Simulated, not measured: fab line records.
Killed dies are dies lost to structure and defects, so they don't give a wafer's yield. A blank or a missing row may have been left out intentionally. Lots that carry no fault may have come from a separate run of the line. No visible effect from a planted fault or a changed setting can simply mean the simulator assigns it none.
fab line records    flow n5_finfet
[record] lots = 5  wafers = 15  last_day = 17
route steps=1938 shown WELL_APT@35 PMOS_HMC_CHANNEL_EPI@57 BEOL_M4@1111
lots untouched by any fault: they come from a run of this same line in which no faults occurred
start_h: hours from the record's opening day to when the first of the lot's shown wafers began    wait_h: how many hours have passed since the lot's step before this one    " as in the row above    L1.1+2: a row that stands for several wafers    - either no value or no given start    * or withheld: withheld    < > ~ a bound
route shown NAME@n: names a module that has steps shown in the file, with the first one's number in the route    usual: the fault-free wafers' mean and standard deviation    same: alike in all rows    chamber/n: place in a boat    sites: readings site by site    _std_site: the values' standard deviation    _edge_site: mean of outer sites minus mean of inner sites    radius_mm: for every site, how far away it sits from the centre of the wafer    mask NAME#n: copy n    behind: tool/chamber where the wafer was last shaped    hold: why the lot was held/for how many hours/how that ended    device: the transistor (n, p or np) that didn't switch    end of line: the same wafers' tests at the end of the route    for a step that has no rows: nothing shown but its recipe    killed: not the wafer's yield, but the dies lost to structure and defects at the first sort    map: a wafer's dies, x killed, . not, _ none there
set.NAME: setting as actually run; set.NAME@STEP: the setting as run at that earlier step    model.NAME: the simulator's own value behind a step, which no gauge read
a table for each step, a row for each wafer; lots at some steps of the route
services: a tool's chamber out of use, with start hour (start_h, from the record's first day; less than 0 if before it), hours out, and reason
[[steps]]
[step N5_WELL_APT_HMDS_18]
[recipe] time_s = 60  temp_c = 120
[step N5_WELL_APT_COAT_19]
[recipe] spin_rpm = 1357  resist_thk_nm = 950
[step N5_WELL_APT_EBR_21]
[recipe] solvent = PGMEA  ebr_width_mm = 1.5
[step N5_WELL_APT_SOFTBAKE_20]
[recipe] temp_c = 130  time_s = 60
[step N5_WELL_APT_EXPOSE_22]
[recipe] mask_id = PWELL  na = 0.8  source_shape = conventional  sigma_outer = 0.8  polarization = unpolarized  defocus_nm = 0  target_cd_nm = 200  dose_mj = 23.2
[step N5_WELL_APT_PEB_23]
[recipe] peb_temp_c = 130  peb_time_s = 90
[step N5_WELL_APT_DEVELOP_24]
[recipe] develop_time_s = 45  rinse_liquid = surfactant_rinse  dry = air_spin  dev_temp_c = 21
[step N5_WELL_APT_HARDBAKE_29]
[recipe] temp_c = 130  time_s = 120
[step N5_WELL_APT_DESCUM_30]
[recipe] chemistry = O2  time_s = 7.9  source_power_w = 50  bias_power_w = 20  pressure_mtorr = 20  rf_frequency_hz = 2.712e+07  temp_c = 40  o2_flow_sccm = 225
[step N5_WELL_APT_IMPLANT_31]
[recipe] species = B  energy_kev = 60  dose_cm2 = 1.5e+13  tilt_deg = 0  rotation_deg = 0
[usual] beam_energy_keV = 60.001/0.019
lot.wafer  tool          chamber  start_h  wait_h  beam_energy_keV  model.implant.rp_nm  model.implant.drp_nm
L421.1     implanter-01  0        27.49    0.1     59.984           188.3                64.53
L421.2     "             0        "        "       60.000           188.3                64.53
L421.5     "             0        "        "       60.030           188.3                64.53
L429.1     implanter-02  0        75.13    0.1     59.978           183.3                64.53
L429.2     "             0        "        "       59.994           183.3                64.53
L429.6     "             0        "        "       60.025           183.3                64.53
L439.3     implanter-02  0        135.42   0.1     48.575           157                  57.47
L439.5     "             0        "        "       48.584           157                  57.47
L439.6     "             0        "        "       48.578           157                  57.47
L440.2     implanter-02  0        141.04   0.1     48.606           153.2                57.47
L440.3     "             0        "        "       48.584           153.2                57.47
L440.6     "             0        "        "       48.620           153.2                57.47
L441.4     implanter-02  0        148.43   0.2     48.602           158                  57.47
L441.5     "             0        "        "       48.574           158                  57.47
L441.6     "             0        "        "       48.546           158                  57.47
[step N5_WELL_APT_IMPLANT_32]
[recipe] species = BF2  energy_kev = 50  dose_cm2 = 2e+13  tilt_deg = 0  rotation_deg = 0
[step N5_WELL_APT_STRIP_33]
[recipe] chemistry = SPM  time_s = 900  temp_c = 130  h2so4_h2o2_vol_ratio = 4  dry = ipa_marangoni
[step N5_WELL_APT_RTA_34]
[recipe] temp_c = 1000  time_s = 10  ambient = N2  idle_temp_c = 600  ramp_up_c_per_s = 150  ramp_down_c_per_s = 60  cool_to_c = 600
[step N5_WELL_APT_OXIDE_STRIP_42]
[recipe] chemistry = dHF  dilution = 25:1  time_s = 45  temp_c = 25  target = SiO2  target_depth_a = 120
[step N5_WELL_APT_PRECLEAN_36]
[recipe] chemistry = O3/DIW  time_s = 45  temp_c = 22  o3_ppm = 10
[step N5_WELL_APT_PRECLEAN_39]
[recipe] chemistry = dHF  time_s = 60  dilution = 150:1  temp_c = 25
[step N5_WELL_APT_SRD_37]
[recipe] dry = ipa_marangoni  do_ppb = 5  time_s = 30  temp_c = 23  rinse_liquid = diw
[step N5_WELL_APT_EPI_41]
[recipe] material = Si  target_thk_a = 500  temp_c = 650  precursor = SiH4/H2  pressure_torr = 20  time_s = 297.7
[step N5_PMOS_HMC_CHANNEL_EPI_HM_DEP_34]
[recipe] material = SiO2  target_thk_a = 360  temp_c = 400  precursor = TEOS/O2  pressure_torr = 6.5  rf_w = 900  teos_flow_sccm = 161.4  gas = O2  flow_sccm = 2650  time_s = 6.9
[step N5_PMOS_HMC_CHANNEL_EPI_COAT_31]
[recipe] resist = BARC  temp_c = 205  time_s = 60  spin_rpm = 1500  resist_thk_nm = 66
[step N5_PMOS_HMC_CHANNEL_EPI_COAT_03]
[recipe] resist = CAR-ArF-block  spin_rpm = 1500  resist_thk_nm = 205
[step N5_PMOS_HMC_CHANNEL_EPI_EBR_05]
[recipe] solvent = PGMEA  ebr_width_mm = 1.5
[step N5_PMOS_HMC_CHANNEL_EPI_SOFTBAKE_04]
[recipe] temp_c = 110  time_s = 60  resist = CAR-ArF-block
[step N5_PMOS_HMC_CHANNEL_EPI_EXPOSE_06]
[recipe] mask_id = PMOS_HMC_BLK  na = 1.35  source_shape = conventional  sigma_outer = 0.8  polarization = unpolarized  target_cd_nm = 240  dose_mj = 41
[step N5_PMOS_HMC_CHANNEL_EPI_PEB_07]
[recipe] peb_temp_c = 110  peb_time_s = 60  resist = CAR-ArF-block
[step N5_PMOS_HMC_CHANNEL_EPI_DEVELOP_08]
[recipe] develop_time_s = 30  developer = TMAH  resist = CAR-ArF-block  dev_temp_c = 23  rinse_liquid = diw  dry = air_spin
[step N5_PMOS_HMC_CHANNEL_EPI_DESCUM_14]
[recipe] chemistry = O2  time_s = 7.9  source_power_w = 50  bias_power_w = 20  pressure_mtorr = 20  rf_frequency_hz = 2.712e+07  temp_c = 40  resist = CAR-ArF-block  o2_flow_sccm = 225
[step N5_PMOS_HMC_CHANNEL_EPI_ETCH_32]
[recipe] chemistry = N2/H2  target = BARC  stop_on = SiO2  target_depth_a = 858  over_etch_frac = 0.3  time_s = 50.3  ion_energy_ev = 200  mask_material = CAR-ArF-block  pressure_mtorr = 30  source_w = 840  bias_w = 150  n2_flow_sccm = 200  h2_flow_sccm = 200
[step N5_PMOS_HMC_CHANNEL_EPI_HM_OPEN_15]
[recipe] chemistry = CHF3/O2  target = SiO2  mask_material = CAR-ArF-block  target_depth_a = 406  CHF3_flow_sccm = 50  O2_flow_sccm = 5  Ar_flow_sccm = 200  time_s = 20.3  pressure_mtorr = 30  source_w = 650  bias_w = 170  ion_energy_ev = 200
[step N5_PMOS_HMC_CHANNEL_EPI_STRIP_33]
[recipe] chemistry = N2/H2  power_w = 500  temp_c = 40  pressure_mtorr = 50  rf_frequency_hz = 6e+07  overash_fraction = 0.3  bias_power_w = 8  h2_frac = 0.5  n2_flow_sccm = 300  h2_flow_sccm = 300
[step N5_PMOS_HMC_CHANNEL_EPI_STRIP_17]
[recipe] chemistry = SPM  time_s = 750  temp_c = 130  h2so4_h2o2_vol_ratio = 4  dry = ipa_marangoni
[step N5_PMOS_HMC_CHANNEL_EPI_ETCH_38]
[recipe] chemistry = CF4  target = SiO2  target_depth_a = 15  ion_energy_ev = 350  pressure_mtorr = 10  icp_w = 800  bias_w = 400  cf4_flow_sccm = 80
[step N5_PMOS_HMC_CHANNEL_EPI_FIN_RECESS_16]
[recipe] chemistry = HBr/Cl2  target = Si  mask_material = SiO2  target_depth_a = 540  time_s = 18  pressure_mtorr = 10  icp_w = 800  bias_w = 75  HBr_flow_sccm = 150  Cl2_flow_sccm = 80
[step N5_PMOS_HMC_CHANNEL_EPI_PRECLEAN_36]
[recipe] chemistry = O3/DIW  time_s = 45  temp_c = 22  o3_ppm = 10
[step N5_PMOS_HMC_CHANNEL_EPI_PRECLEAN_18]
[recipe] chemistry = DHF  time_s = 30  temp_c = 25  dilution = withheld
[step N5_BEOL_M4_RC_MEAS_101]
[usual] DIBL_N = 36.0/2.2  DIBL_P = 35.9/2.6  IOFF_N = 0.16/0.038  IOFF_P = 0.21/0.042  ION_N = 675/15  ION_P = 463/10  RS_PWELL = 3007/24  SS_N = 71.5/0.62  SS_P = 73.2/0.76  VT_N = 250/4.1  VT_P = -251/3.6
lot.wafer  tool       chamber  start_h  wait_h  DIBL_N[mV/V]  DIBL_P[mV/V]  IOFF_N[nA/um]  IOFF_P[nA/um]  ION_N[uA/um]  ION_P[uA/um]  RS_PWELL[ohm/sq]  SS_N[mV/dec]  SS_P[mV/dec]  VT_N[mV]  VT_P[mV]
L421.1     prober-02  0        168.61   0.0     37.0          39.1          0.19           0.24           697           471           3035              71.8          73.7          245       -251
L421.2     "          0        "        "       35.8          36.3          0.15           0.18           670           452           3040              70.9          73.2          254       -252
L421.5     "          0        "        "       35.5          36.4          0.15           0.19           664           453           3047              72.0          73.5          251       -254
L429.1     prober-01  0        227.47   0.0     36.2          36.4          0.15           0.18           683           456           2992              71.6          72.8          250       -254
L429.2     "          0        "        "       38.2          38.9          0.19           0.21           684           456           2992              72.0          73.9          249       -251
L429.6     "          0        "        "       34.1          33.8          0.13           0.15           679           457           2972              70.7          72.2          251       -256
L440.2     prober-02  0        290.32   0.2     35.4          35.1          0.15           0.23           689           476           3262              71.6          72.3          251       -248
L440.3     "          0        "        "       36.3          35.1          0.17           0.23           670           457           3247              71.5          73.2          251       -247
L440.6     "          0        "        "       37.3          37.0          0.20           0.27           702           480           3267              71.6          73.8          246       -244
L439.3     prober-02  0        293.88   0.3     35.8          36.7          0.17           0.21           692           470           3330              71.0          73.0          248       -250
L439.5     "          0        "        "       35.7          36.8          0.16           0.21           664           456           3328              71.4          73.1          251       -251
L439.6     "          0        "        "       39.5          40.8          0.26           0.29           706           482           3309              72.4          75.1          245       -244
L441.4     prober-01  0        306.72   0.5     37.8          38.4          0.21           0.23           669           453           3276              72.2          73.3          249       -252
L441.5     "          0        "        "       36.3          37.6          0.18           0.21           688           463           3253              72.1          73.5          246       -251
L441.6     "          0        "        "       37.7          40.2          0.20           0.26           677           461           3283              72.3          74.5          246       -250
[[services]]
tool          chamber  start_h  hours  kind
implanter-02  -        117.88   4.8    repair
[[key]]
[first_sign] step = N5_WELL_APT_IMPLANT_31  reading = beam_energy_keV  direction = down  sigmas = 99+  usual = 60.001  struck = 48.585
[effect] step = N5_BEOL_M4_RC_MEAS_101  reading = RS_PWELL  direction = up  sigmas = 12  usual = 3007  struck = 3284
[model_effect] step = N5_WELL_APT_IMPLANT_31  value = implant.rp_nm  without = 189.7  struck = 156.1
met_at N5_WELL_APT_IMPLANT_31
struck_wafers L439.3,L439.5,L439.6,L440.2,L440.3,L440.6,L441.4,L441.5,L441.6
onset_between 75.13 135.42
[fault] kind = process_parameter_drift  tool = implanter-02  chamber = -  onset_h = 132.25  steps = N5_WELL_APT_IMPLANT_31  channel = energy_kev  offset = -11.409  shape = step  end_h = 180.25  acts_in = these_recipes_only  stated = 60
